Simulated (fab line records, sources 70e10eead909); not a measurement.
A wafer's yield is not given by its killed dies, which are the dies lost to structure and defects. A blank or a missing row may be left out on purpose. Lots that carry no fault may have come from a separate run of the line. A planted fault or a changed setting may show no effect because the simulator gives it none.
Chamber matching -- flow nandHarc -- NHARC_A_ZERO_WELL_STRIP_14 on wetBench-05: 6 sister chambers
The step strips in SPM, time 900 s. 6 wafers are shown with their chamber, then 4 later ones without.

== EACH WAFER AND ITS CHAMBER ==
wafer,chamber,tempC (C)
L708.2,7,129.72
L709.1,1,129.95
L709.2,5,130.12
L709.4,4,129.91
L712.1,3,130.23
L712.2,0,130.28

== WAFERS WITH NO CHAMBER GIVEN ==
wafer,tempC (C)
L712.6,129.95
L714.1,130.02
L724.2,130.08
L724.4,129.98

== EACH ONE'S CHAMBER ==
wafer,from the rows above,in truth
L712.6,can't be placed: 1 or 4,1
L714.1,can't be placed: 1 or 5 or 4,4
L724.2,5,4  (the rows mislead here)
L724.4,can't be placed: 1 or 4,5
Correct placement for 0 of the 4. These rows do not allow placing 3 (true chamber among the candidates in 2). Number placed wrongly: 1.
How it was worked out, from the rows above alone: a wafer's distance from a chamber is the root of the sum, over the readings, of the square of ((its reading less the chamber's mean) divided by the reading's scatter). If the next closest chamber is less than 2 further off than the closest, the wafer can't be placed; otherwise it belongs to the closest. A chamber's mean is the mean of its shown wafers. The scatter (one wafer shown for each chamber): square how far every hidden wafer sits from the nearest shown wafer, average those squares and take the square root.
